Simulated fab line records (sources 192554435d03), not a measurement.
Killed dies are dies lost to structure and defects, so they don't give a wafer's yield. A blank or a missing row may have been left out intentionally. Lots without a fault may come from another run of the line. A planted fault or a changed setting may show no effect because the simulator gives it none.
Split-lot trial	flow n5-finfet	on a route of 1938 steps: 7 lots, 21 wafers read

## SPLIT DETAILS
At N5_BEOL_M3_COAT_05 (resist thk 30 nm), the setting spin-rpm was moved away from the recipe's 1500 rpm on 2 of the 21 wafers read, by -9.1% to +4.6%. All remaining wafers had this setting at the recipe value.

## FROM THE SPLIT TO THE READING: what the file shows between them, 6 steps
- N5_BEOL_M3_EBR_07
- N5_BEOL_M3_SOFTBAKE_06: time 60 s
- N5_BEOL_M3_EXPOSE_08: exposes mask M3
- N5_BEOL_M3_PEB_09: peb time 60 s
- N5_BEOL_M3_DEVELOP_10: develop time 30 s
- N5_BEOL_M3_DESCUM_16: chemistry O2, time 7 s

## THE READING
CAR-EUV_of_BEOL_M3_COAT_05.thk-nm (the simulator's own value, which no gauge read), in nm, at N5_BEOL_M3_ETCH_74 (etches underlayer in N2/H2, target depth 6.5 nm, time 5.2 s). There is no usual value for it anywhere in the file. Across the 19 wafers here that went through the recipe, the average is 20.3 nm and the standard deviation 0.093 nm.

wafer	tool, chamber at the split	spin-rpm as run, rpm	against the recipe	CAR-EUV_of_BEOL_M3_COAT_05.thk-nm, nm	against lot-mates on the recipe
L075.2	litho-track-04, 0	1500	recipe	20.4	-
L075.3	litho-track-04, 0	1500	recipe	20.4	-
L075.6	litho-track-04, 0	1500	recipe	20.4	-
L079.3	litho-track-04, 0	1500	recipe	20.2	-
L079.6	litho-track-04, 0	1500	recipe	20.2	-
L079.4	litho-track-04, 0	1569	+4.6%	19.6	-0.6
L081.1	litho-track-04, 0	1500	recipe	20.4	-
L081.2	litho-track-04, 0	1500	recipe	20.4	-
L081.4	litho-track-04, 0	1500	recipe	20.4	-
L088.1	litho-track-03, 0	1500	recipe	20.2	-
L088.2	litho-track-03, 0	1500	recipe	20.2	-
L088.4	litho-track-03, 0	1500	recipe	20.2	-
L091.2	litho-track-03, 0	1500	recipe	20.2	-
L091.4	litho-track-03, 0	1500	recipe	20.4	-
L091.6	litho-track-03, 0	1500	recipe	20.4	-
L095.1	litho-track-04, 0	1500	recipe	20.4	-
L095.3	litho-track-04, 0	1500	recipe	20.4	-
L095.4	litho-track-04, 0	1500	recipe	20.4	-
L096.4	litho-track-03, 0	1500	recipe	20.4	-
L096.6	litho-track-03, 0	1500	recipe	20.4	-
L096.5	litho-track-03, 0	1364	-9.1%	21.8	+1.4

FIT RESULTS
A straight line over all 21 wafers: CAR-EUV_of_BEOL_M3_COAT_05.thk-nm changes by -0.161 nm for each +1% of spin-rpm; r = -0.97; the points scatter about the line by 0.093 nm.
The same after taking each lot's own level away (the mean of its wafers on the recipe; 21 wafers): -0.149 nm for each +1%; r = -0.99; scatter 0.043 nm.
On that fit, the largest move of spin-rpm shifts the reading by 1.4 nm.
From 20.20 to 20.40 nm: that is the span of the lots' own levels, equal to 2.2 times the standard deviation above.
Hence the lot-to-lot level has little effect on the slope; both slopes agree.
Check: +1.18 nm against its lot-mates is what the line predicts for one of the wafers moved furthest among these (-9.1%) when that wafer is left out of the fit. Against them it came out at +1.4 nm.

## THE WHOLE CHAIN: every reading that the file lists as answering this split, in the file's order
step	what it does	reading	change (the file's fit)	r (the file's)
N5_BEOL_M3_COAT_05	resist thk 30 nm	CAR-EUV_of_BEOL_M3_COAT_05.thk-nm (the simulator's own value, which no gauge read)	-0.158 nm for each +1% of the setting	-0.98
N5_BEOL_M3_DEVELOP_10	develop time 30 s	CAR-EUV_of_BEOL_M3_COAT_05.thk-nm (the simulator's own value, which no gauge read)	-0.176 nm for each +1% of the setting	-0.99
N5_BEOL_M3_ETCH_74	etches underlayer in N2/H2, target depth 6.5 nm, time 5.2 s	CAR-EUV_of_BEOL_M3_COAT_05.thk-nm (the simulator's own value, which no gauge read)	-0.15 nm for each +1% of the setting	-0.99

## THE FILE'S OWN FIT
CAR-EUV_of_BEOL_M3_COAT_05.thk-nm changes by -0.15 nm for each +1% of spin-rpm, r = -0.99.
